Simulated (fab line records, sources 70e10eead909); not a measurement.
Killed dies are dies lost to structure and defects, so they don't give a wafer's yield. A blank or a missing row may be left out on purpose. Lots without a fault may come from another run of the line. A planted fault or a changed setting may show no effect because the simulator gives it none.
Chamber matching | flow nand_harc | NHARC_P_ZERO_WELL_DESCUM_39 on rie_diel-05: 4 sister chambers
The step chemistry O2, time 3 s. 22 wafers are shown with their chamber, then 11 later ones without.

WAFERS WITH THEIR CHAMBER
wafer  | chamber | showerhead_plenum_p_Torr (Torr) | rf_vpp_V (V) | oes_product_au (a.u.)
L075.2 | 3       | 1.96                            | 57.8         | 1.011
L075.4 | 1       | 2.03                            | 59.7         | 1.004
L075.5 | 1       | 2.03                            | 59.5         | 1.003
L078.1 | 0       | 1.81                            | 57.4         | 1.008
L078.3 | 3       | 1.96                            | 56.6         | 1.007
L078.5 | 3       | 1.96                            | 58.3         | 1.008
L080.2 | 0       | 1.81                            | 58.3         | 0.998
L080.4 | 1       | 2.02                            | 59.2         | 0.992
L080.5 | 2       | 1.89                            | 57.0         | 0.997
L081.2 | 1       | 2.02                            | 57.5         | 1.001
L081.4 | 2       | 1.89                            | 57.4         | 1.003
L081.5 | 2       | 1.89                            | 57.4         | 1.003
L082.1 | 2       | 1.89                            | 57.2         | 1.003
L082.3 | 3       | 1.95                            | 57.9         | 1.008
L082.4 | 1       | 2.02                            | 59.3         | 0.994
L084.3 | 0       | 1.80                            | 58.2         | 0.999
L084.4 | 1       | 2.02                            | 59.1         | 0.983
L084.5 | 3       | 1.95                            | 58.5         | 0.999
L088.2 | 1       | 2.02                            | 58.6         | 0.970
L088.3 | 3       | 1.95                            | 58.6         | 0.999
L088.4 | 1       | 2.02                            | 57.8         | 0.980
L089.3 | 1       | 2.01                            | 58.5         | 0.988

SIGNATURES (means of the wafers above)
reading                  | chamber 0 | chamber 1 | chamber 2 | chamber 3 | scatter within a chamber
showerhead_plenum_p_Torr | 1.8067    | 2.0211    | 1.8900    | 1.9550    | 0.0053
rf_vpp_V                 | 57.967    | 58.800    | 57.250    | 57.950    | 0.663
oes_product_au           | 1.00167   | 0.99056   | 1.00150   | 1.00533   | 0.00841
Rule: a wafer's distance from a chamber is the root of the sum, over the readings, of the square of ((its reading less the chamber's mean) divided by the reading's scatter). The wafer belongs to the nearest chamber; if the next one is less than 2 further off, it can't be placed. The scatter: the root of (the sum of the squares of (reading less its chamber's mean) over the shown wafers, divided by (wafers less chambers)).

WAFERS WITHOUT THEIR CHAMBER
wafer  | showerhead_plenum_p_Torr (Torr) | rf_vpp_V (V) | oes_product_au (a.u.)
L089.4 | 1.88                            | 57.4         | 1.005
L089.6 | 1.80                            | 58.2         | 1.004
L091.1 | 1.88                            | 58.1         | 1.001
L091.3 | 1.95                            | 58.4         | 0.999
L091.5 | 2.01                            | 57.3         | 0.978
L092.1 | 2.01                            | 58.5         | 0.988
L092.4 | 1.88                            | 59.3         | 1.009
L092.5 | 1.88                            | 59.1         | 1.007
L094.2 | 1.87                            | 57.9         | 1.012
L094.4 | 1.94                            | 57.8         | 1.005
L094.5 | 1.94                            | 57.8         | 1.006

WHICH CHAMBER EACH WENT THROUGH
wafer  | from the rows above | in truth
L089.4 | 2                   | 2
L089.6 | 0                   | 0
L091.1 | 2                   | 2
L091.3 | 3                   | 3
L091.5 | 1                   | 1
L092.1 | 1                   | 1
L092.4 | 2                   | 2
L092.5 | 2                   | 2
L094.2 | 2                   | 2
L094.4 | 3                   | 3
L094.5 | 3                   | 3
Placed correctly: 11 of 11. Can't be placed from these rows: 0. Placed wrongly: 0.
